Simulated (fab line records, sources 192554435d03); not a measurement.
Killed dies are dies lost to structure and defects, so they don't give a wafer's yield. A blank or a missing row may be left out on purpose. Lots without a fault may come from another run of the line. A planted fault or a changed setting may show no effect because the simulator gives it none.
Problem report in the 8D (eight disciplines) form, filled by code | flow n5_finfet | the parts of the form that need people (team, actions taken, sign-off) are left out

1. THE PROBLEM
time_to_endpoint_s at N5_BEOL_M5_CMP_52 reads a mean of 36 s on 1 wafer of 1 lot; wafers without a fault read 65 s with a standard deviation of 4.9. That is -5.9 standard deviations from the usual mean.
The step: polishes, stops on SiCOH lowk, t overpolish 6.9 s, target thk 62 nm.
First seen on wafer L229.6, day 12 22:13, on cmp-04. The record holds 14 wafers of 5 lots with a number at this step. Rule for "out", or "out of limits": more than 4 standard deviations from the usual mean. The other wafers with a number count as sound.

2. WHAT IT IS AND WHAT IT IS NOT
question                    | is                 | is not
which readings at this step | time_to_endpoint_s | motor_current_A, platen_rpm, slurry_filter_dp_kPa
which lots                  | L229               | L219, L221, L231, L235
which wafers of those lots  | L229.6             | L229.4
read on which tools         | cmp-04             | cmp-01, cmp-02
when                        | from day 12 22:13  | up to then (7 sound wafers); but 6 sound wafers of L231, L235 came after

3. SUSPECTS, AND WHAT RULES EACH OUT
Counting: a tool at a process step up to the reading stays a suspect if it ran every lot that is out. Sound lots after the first of them don't rule it out here, since some wafers of a struck lot are sound.
- pvd_sputter-01 at N5_BEOL_M5_ANNEAL_49 (time 1800 s): kept. It ran the lot that is out, L229 (day 12 17:25); its last sound lot up to then is L221 (day 10 09:09).
- pvd_sputter-01 at N5_BEOL_M5_SPUTTER_81 (material Cu, target thk 15 nm, time 27.62 s): kept. It ran the lot that is out, L229 (day 12 18:25); its last sound lot up to then is L221 (day 10 10:10).
- pvd_sputter-01 at N5_BEOL_M5_ANNEAL_84 (time 1800 s): kept. It ran the lot that is out, L229 (day 12 19:35); its last sound lot up to then is L221 (day 10 11:20).
- pvd_sputter-01 at N5_BEOL_M5_ANNEAL_89 (time 1800 s): kept. It ran the lot that is out, L229 (day 12 20:40); its last sound lot up to then is L221 (day 10 12:25).
- ecd_cu-02 at N5_BEOL_M5_ECD_50 (material Cu, target thk 300 nm): kept. It ran the lot that is out, L229 (day 12 21:49); its last sound lot up to then is L221 (day 10 13:34).
- rtp_anneal-02 at N5_BEOL_M5_ANNEAL_51 (time 90 s): kept. It ran the lot that is out, L229 (day 12 22:01); its last sound lot up to then is L221 (day 10 13:43).
- cmp-04 at N5_BEOL_M5_CMP_52 (polishes, stops on SiCOH lowk, t overpolish 6.9 s, target thk 62 nm): kept. It ran the lot that is out, L229 (day 12 22:13); its last sound lot up to then is L219 (day 9 20:26). Its own readings are out on those wafers: time_to_endpoint_s.
- Within ecd_cu-02 at N5_BEOL_M5_ECD_50: the wafers that are out ran in chamber 0; their sound lot-mates ran in chamber 1.
- Within cmp-04 at N5_BEOL_M5_CMP_52: the wafers that are out ran in chamber 1; their sound lot-mates ran in chamber 2.
Left after counting: pvd_sputter-01 at N5_BEOL_M5_ANNEAL_49, pvd_sputter-01 at N5_BEOL_M5_SPUTTER_81, pvd_sputter-01 at N5_BEOL_M5_ANNEAL_84, pvd_sputter-01 at N5_BEOL_M5_ANNEAL_89, ecd_cu-02 at N5_BEOL_M5_ECD_50, rtp_anneal-02 at N5_BEOL_M5_ANNEAL_51, cmp-04 at N5_BEOL_M5_CMP_52.

4. THE CAUSE (what the simulator had put in)
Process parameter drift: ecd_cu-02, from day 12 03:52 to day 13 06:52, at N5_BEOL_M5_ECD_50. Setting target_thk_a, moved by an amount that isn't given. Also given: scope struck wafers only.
Counting left 7 suspects, and this tool is among them.

5. THE CHAIN OF EFFECTS, in route order
Each row: a reading whose mean over the struck wafers that have a number lies more than 3 standard deviations from the usual. Only readings for which the record gives a usual standard deviation are gone through. hours: the time from each lot's start at the first step in this table that gives one to its start at this step, as a median over the lots. sigmas: the change in usual standard deviations.
hours | step              | reading            | usual | on struck wafers | change | sigmas
0     | N5_BEOL_M5_CMP_52 | time_to_endpoint_s | 65 s  | 36               | -29    | -5.9
The process steps in it:
- N5_BEOL_M5_CMP_52: polishes, stops on SiCOH lowk, t overpolish 6.9 s, target thk 62 nm.
Later measuring or inspecting steps at which every struck wafer that the step has a row for has a number for every such reading, and none has moved that far: N5_BEOL_M5_THK_MEAS_53.

6. WHAT WOULD HAVE CAUGHT IT SOONER
In this record the first reading out of limits was taken at day 12 22:13, 18 hours after the fault began at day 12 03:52.
All the lots that are out (1) had begun N5_BEOL_M5_ECD_50 on ecd_cu-02 by day 12 22:13. A hold on the tool at that time would have spared none of them.
